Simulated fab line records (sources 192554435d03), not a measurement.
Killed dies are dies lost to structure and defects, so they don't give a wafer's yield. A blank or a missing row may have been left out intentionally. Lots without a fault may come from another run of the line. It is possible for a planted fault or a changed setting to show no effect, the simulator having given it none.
Chamber matching / flow n5-finfet / N5_BEOL_M6_ETCH_65 on rie-diel-05 has 4 sister chambers
The step etches SiARC in CF4, target depth 15.6 nm, time 26 s. 4 wafers are shown with their chamber, then 9 later ones without.

== WAFERS PAIRED WITH THEIR CHAMBERS ==
wafer=L083.4; chamber=0; showerhead-plenum-p-Torr (Torr)=2.06
wafer=L085.4; chamber=2; showerhead-plenum-p-Torr (Torr)=2.09
wafer=L088.1; chamber=1; showerhead-plenum-p-Torr (Torr)=2.13
wafer=L088.5; chamber=3; showerhead-plenum-p-Torr (Torr)=2.19

== WAFERS WHOSE CHAMBER IS MISSING ==
wafer=L089.2; showerhead-plenum-p-Torr (Torr)=2.08
wafer=L089.3; showerhead-plenum-p-Torr (Torr)=2.05
wafer=L089.6; showerhead-plenum-p-Torr (Torr)=2.08
wafer=L092.2; showerhead-plenum-p-Torr (Torr)=2.05
wafer=L092.4; showerhead-plenum-p-Torr (Torr)=2.12
wafer=L092.6; showerhead-plenum-p-Torr (Torr)=2.05
wafer=L096.1; showerhead-plenum-p-Torr (Torr)=2.05
wafer=L096.3; showerhead-plenum-p-Torr (Torr)=2.05
wafer=L096.5; showerhead-plenum-p-Torr (Torr)=2.08

== WHICH CHAMBER EACH ONE RAN IN ==
wafer=L089.2; from the rows above=can't be placed: 2 or 0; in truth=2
wafer=L089.3; from the rows above=0; in truth=0
wafer=L089.6; from the rows above=can't be placed: 2 or 0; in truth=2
wafer=L092.2; from the rows above=0; in truth=0
wafer=L092.4; from the rows above=1; in truth=1
wafer=L092.6; from the rows above=0; in truth=0
wafer=L096.1; from the rows above=0; in truth=0
wafer=L096.3; from the rows above=0; in truth=0
wafer=L096.5; from the rows above=can't be placed: 2 or 0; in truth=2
6 of 9 placed correctly. These rows do not allow placing 3 (true chamber among the candidates in 3). Wrongly placed: 0.
How it was worked out, from the rows above alone: a wafer's distance from a chamber is the root of the sum, over the readings, of the square of ((its reading less the chamber's mean) divided by the reading's scatter). The wafer belongs to the nearest chamber; if the next one is less than 2 further off, it can't be placed. The mean given for a chamber averages the wafers shown for that chamber. The scatter: with one shown wafer a chamber, the root of the mean of the squares of how far each hidden wafer lies from its nearest shown one.
